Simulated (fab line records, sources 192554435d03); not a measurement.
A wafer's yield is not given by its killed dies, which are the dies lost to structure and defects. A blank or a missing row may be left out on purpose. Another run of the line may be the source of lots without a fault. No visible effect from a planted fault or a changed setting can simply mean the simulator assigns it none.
Matching of chambers | flow n5_finfet | N5_BEOL_M7_STRIP_36 on rie_diel-06: 4 sister chambers
The step strips in N2/H2. 14 wafers are shown with their chamber, then 7 later ones without.

== WAFERS WITH THEIR CHAMBER ==
wafer  | chamber | showerhead_plenum_p_Torr (Torr) | drypump_motor_current_A (A) | throttle_valve_pct (%)
L074.1 | 3       | 2.32                            | 6.3                         | 23.2
L074.5 | 3       | 2.32                            | 6.3                         | 23.2
L074.6 | 2       | 2.60                            | 5.2                         | 23.3
L077.2 | 0       | 2.47                            | 6.0                         | 23.0
L077.3 | 2       | 2.60                            | 5.2                         | 23.4
L077.6 | 0       | 2.47                            | 5.9                         | 23.0
L081.2 | 3       | 2.32                            | 6.3                         | 23.2
L081.5 | 1       | 2.59                            | 5.7                         | 23.2
L081.6 | 2       | 2.60                            | 5.3                         | 23.4
L087.1 | 1       | 2.59                            | 5.7                         | 23.2
L087.2 | 2       | 2.59                            | 5.2                         | 23.4
L087.3 | 0       | 2.47                            | 5.9                         | 23.0
L085.1 | 2       | 2.59                            | 5.2                         | 23.4
L085.4 | 1       | 2.58                            | 5.8                         | 23.3

SIGNATURES (means of the wafers above)
reading                  | chamber 0 | chamber 1 | chamber 2 | chamber 3 | scatter within a chamber
showerhead_plenum_p_Torr | 2.4700    | 2.5867    | 2.5960    | 2.3200    | 0.00432
drypump_motor_current_A  | 5.933     | 5.733     | 5.220     | 6.300     | 0.0462
throttle_valve_pct       | 23.000    | 23.233    | 23.380    | 23.200    | 0.0383
Rule: for each reading, subtract the chamber's mean from the wafer's reading, divide by that reading's scatter and square the result; add these up over the readings and take the root, which gives the wafer's distance from the chamber. If the next closest chamber is less than 2 further off than the closest, the wafer can't be placed; otherwise it belongs to the closest. How the scatter is found: for the shown wafers, subtract from each reading the mean of its chamber, square and add these, divide the total by (wafers less chambers), then take the root.

== WAFERS MISSING THEIR CHAMBER ==
wafer  | showerhead_plenum_p_Torr (Torr) | drypump_motor_current_A (A) | throttle_valve_pct (%)
L085.5 | 2.31                            | 6.3                         | 23.2
L090.1 | 2.46                            | 5.9                         | 23.0
L090.4 | 2.31                            | 6.3                         | 23.2
L090.5 | 2.46                            | 5.9                         | 23.0
L094.1 | 2.46                            | 5.9                         | 23.0
L094.4 | 2.31                            | 6.3                         | 23.2
L094.6 | 2.46                            | 5.9                         | 23.0

== WHICH CHAMBER EACH WENT THROUGH ==
wafer  | from the rows above | in truth
L085.5 | 3                   | 3
L090.1 | 0                   | 0
L090.4 | 3                   | 3
L090.5 | 0                   | 0
L094.1 | 0                   | 0
L094.4 | 3                   | 3
L094.6 | 0                   | 0
Correctly placed: 7 of 7. Not placeable from these rows: 0. Placed wrongly: 0.
